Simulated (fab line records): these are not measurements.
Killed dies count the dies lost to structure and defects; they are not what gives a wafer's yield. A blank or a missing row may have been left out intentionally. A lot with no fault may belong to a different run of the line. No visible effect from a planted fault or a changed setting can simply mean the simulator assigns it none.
Matching of chambers :: flow n5-finfet :: 4 sister chambers for N5_BEOL_M1_ALD_84 on ald-metal-01
The step deposits TaN, pulse time 2 s, purge time 3 s, co reactant purge time 2 s. 4 wafers are shown with their chamber, then 10 later ones without.

== WAFERS WITH THEIR CHAMBER ==
wafer: L082.2
chamber: 3
heater-power-w (W): 380

wafer: L086.3
chamber: 0
heater-power-w (W): 462

wafer: L087.2
chamber: 2
heater-power-w (W): 405

wafer: L087.3
chamber: 1
heater-power-w (W): 381

== WAFERS WHOSE CHAMBER IS MISSING ==
wafer: L087.4
heater-power-w (W): 378

wafer: L093.1
heater-power-w (W): 382

wafer: L093.2
heater-power-w (W): 480

wafer: L093.4
heater-power-w (W): 397

wafer: L094.2
heater-power-w (W): 402

wafer: L094.3
heater-power-w (W): 467

wafer: L094.4
heater-power-w (W): 385

wafer: L096.2
heater-power-w (W): 472

wafer: L096.3
heater-power-w (W): 380

wafer: L096.5
heater-power-w (W): 382

== CHAMBER TAKEN BY EACH ==
wafer: L087.4
from the rows above: can't be placed: 3 or 1
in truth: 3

wafer: L093.1
from the rows above: can't be placed: 1 or 3
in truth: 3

wafer: L093.2
from the rows above: 0
in truth: 0

wafer: L093.4
from the rows above: can't be placed: 2 or 1 or 3
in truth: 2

wafer: L094.2
from the rows above: 2
in truth: 2

wafer: L094.3
from the rows above: 0
in truth: 0

wafer: L094.4
from the rows above: can't be placed: 1 or 3
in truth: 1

wafer: L096.2
from the rows above: 0
in truth: 0

wafer: L096.3
from the rows above: can't be placed: 3 or 1
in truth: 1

wafer: L096.5
from the rows above: can't be placed: 1 or 3
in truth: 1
4 of 10 placed correctly. Cannot be placed on the basis of these rows: 6; the candidates contain the true chamber in 6. Placed wrongly: 0.
How it was worked out, from the rows above alone: a wafer's distance from a chamber is the root of the sum, over the readings, of the square of ((its reading less the chamber's mean) divided by the reading's scatter). The wafer belongs to the nearest chamber; if the next one is less than 2 further off, it can't be placed. The mean given for a chamber averages the wafers shown for that chamber. The scatter: with one shown wafer a chamber, the root of the mean of the squares of how far each hidden wafer lies from its nearest shown one.
